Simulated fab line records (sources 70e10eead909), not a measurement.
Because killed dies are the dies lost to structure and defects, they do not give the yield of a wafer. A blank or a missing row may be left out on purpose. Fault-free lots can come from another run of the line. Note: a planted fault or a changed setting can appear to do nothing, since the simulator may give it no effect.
Chamber matching :: flow nand_harc :: pecvd-03 running NHARC_P_BONDPAD_DEP_00: 3 sister chambers
The step deposits SiCN, target thk 250 nm. 6 wafers are shown with their chamber, then 8 later ones without.

== EACH WAFER AND ITS CHAMBER ==
wafer: L078.5
chamber: 2
heater_power_w (W): 494
chamber_pressure_Torr (Torr): 3.002

wafer: L086.3
chamber: 2
heater_power_w (W): 572
chamber_pressure_Torr (Torr): 3.000

wafer: L089.2
chamber: 0
heater_power_w (W): 630
chamber_pressure_Torr (Torr): 2.996

wafer: L089.4
chamber: 0
heater_power_w (W): 624
chamber_pressure_Torr (Torr): 2.994

wafer: L089.5
chamber: 1
heater_power_w (W): 644
chamber_pressure_Torr (Torr): 3.005

wafer: L088.1
chamber: 1
heater_power_w (W): 654
chamber_pressure_Torr (Torr): 2.999

== WAFERS WITHOUT THEIR CHAMBER ==
wafer: L088.3
heater_power_w (W): 566
chamber_pressure_Torr (Torr): 3.002

wafer: L088.4
heater_power_w (W): 610
chamber_pressure_Torr (Torr): 3.009

wafer: L091.1
heater_power_w (W): 642
chamber_pressure_Torr (Torr): 2.998

wafer: L091.4
heater_power_w (W): 525
chamber_pressure_Torr (Torr): 2.999

wafer: L091.5
heater_power_w (W): 622
chamber_pressure_Torr (Torr): 3.002

wafer: L094.2
heater_power_w (W): 596
chamber_pressure_Torr (Torr): 2.983

wafer: L094.3
heater_power_w (W): 584
chamber_pressure_Torr (Torr): 3.002

wafer: L094.5
heater_power_w (W): 596
chamber_pressure_Torr (Torr): 2.997

== THE CHAMBER EACH PASSED THROUGH ==
wafer: L088.3
from the rows above: can't be placed: 2 or 1
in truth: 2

wafer: L088.4
from the rows above: can't be placed: 1 or 2
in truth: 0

wafer: L091.1
from the rows above: can't be placed: 0 or 1
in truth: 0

wafer: L091.4
from the rows above: 2
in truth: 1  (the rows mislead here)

wafer: L091.5
from the rows above: can't be placed: 1 or 0 or 2
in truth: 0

wafer: L094.2
from the rows above: 0
in truth: 0

wafer: L094.3
from the rows above: can't be placed: 2 or 1 or 0
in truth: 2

wafer: L094.5
from the rows above: can't be placed: 0 or 2 or 1
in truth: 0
Placed correctly: 1 of 8. These rows do not allow placing 6 (true chamber among the candidates in 5). Number placed wrongly: 1.
How it was worked out, from the rows above alone: a wafer's distance from a chamber is the root of the sum, over the readings, of the square of ((its reading less the chamber's mean) divided by the reading's scatter). The wafer belongs to the nearest chamber; if the next one is less than 2 further off, it can't be placed. A chamber's mean is the mean of its shown wafers. The scatter: the root of (the sum of the squares of (reading less its chamber's mean) over the shown wafers, divided by (wafers less chambers)).
